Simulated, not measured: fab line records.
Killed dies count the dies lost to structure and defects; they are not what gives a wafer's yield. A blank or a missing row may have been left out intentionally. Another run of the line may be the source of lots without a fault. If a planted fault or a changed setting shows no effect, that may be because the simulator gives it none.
What tool caused it? | flow nandHarc | 18 wafers from 6 lots sampled at 5 of the route's 1302 steps

WHAT THE GAUGES READ, wafer by wafer
NHARC_P_GATE_CD_MEAS_59: the cd target is 720 nm.
lot  | measured     | on       | cdNm (nm)
L831 | day 6 09:58  | cdSem-03 | 722.0 720.9 721.9
L842 | day 11 04:01 | cdSem-03 | 720.6 720.2 718.5
L843 | day 11 18:37 | cdSem-02 | 720.2 719.9 721.3
L846 | day 12 15:32 | cdSem-02 | 721.1 721.0 720.4
L850 | day 14 05:57 | cdSem-03 | 719.3 719.6 718.7
L852 | day 15 13:36 | cdSem-01 | 719.3 716.5 718.6

EACH LOT AND THE TOOL THAT RAN IT (in order: tool; ch and the chambers of the sampled wafers; start)
lot  | NHARC_P_GATE_STRIP_108          | NHARC_P_GATE_STRIP_111              | NHARC_P_GATE_STRIP_75               | NHARC_P_GATE_EXPOSE_56
L831 | rieDiel-13 ch 2,3, day 5 21:04  | plasmaAsher-01 ch 0,1, day 6 08:47  | plasmaAsher-01 ch 0,1, day 6 09:02  | krfScanner-03 ch 0, day 6 09:48
L842 | rieDiel-13 ch 2,3, day 10 15:19 | plasmaAsher-01 ch 0,1, day 11 02:55 | plasmaAsher-01 ch 0,1, day 11 03:13 | krfScanner-01 ch 0, day 11 03:52
L843 | rieDiel-02 ch 1,2, day 11 05:26 | plasmaAsher-01 ch 1, day 11 17:34   | plasmaAsher-01 ch 1, day 11 17:50   | krfScanner-02 ch 0, day 11 18:28
L846 | rieDiel-02 ch 0,3, day 12 02:41 | plasmaAsher-01 ch 0,1, day 12 14:31 | plasmaAsher-01 ch 0,1, day 12 14:45 | krfScanner-01 ch 0, day 12 15:23
L850 | rieDiel-02 ch 1,2, day 13 16:55 | plasmaAsher-01 ch 0,1, day 14 04:43 | plasmaAsher-01 ch 0,1, day 14 05:01 | krfScanner-01 ch 0, day 14 05:47
L852 | rieDiel-02 ch 0,1, day 15 00:37 | plasmaAsher-02 ch 0,1, day 15 12:26 | plasmaAsher-02 ch 0,1, day 15 12:41 | krfScanner-01 ch 0, day 15 13:27
- NHARC_P_GATE_STRIP_108: strips in O2.
- NHARC_P_GATE_STRIP_111: strips in N2/H2, time 250 s.
- NHARC_P_GATE_STRIP_75: strips in O2.
- NHARC_P_GATE_EXPOSE_56: exposes mask P PSD, target cd 720 nm.

THE ANSWER, worked out from the rows above alone
Rule: the lots themselves supply what counts as usual. The widest of any qualifying gaps counts: lots, ordered by their means at a reading, are off when they make up no more than a third of the lots, leave a main group of 4 or more, and stand apart from it by 3 or more times the standard deviation of that group's means. A main group whose means are all the same, to the digits that the tables above print for the reading, isn't used. Also off: a lot with no number at a reading for which 4 or more lots have one. Any other lot the step has rows for is counted as sound.
Across all readings shown, no lot is off: no conclusion can be drawn from this.

WHAT THE SIMULATOR HAD INSERTED
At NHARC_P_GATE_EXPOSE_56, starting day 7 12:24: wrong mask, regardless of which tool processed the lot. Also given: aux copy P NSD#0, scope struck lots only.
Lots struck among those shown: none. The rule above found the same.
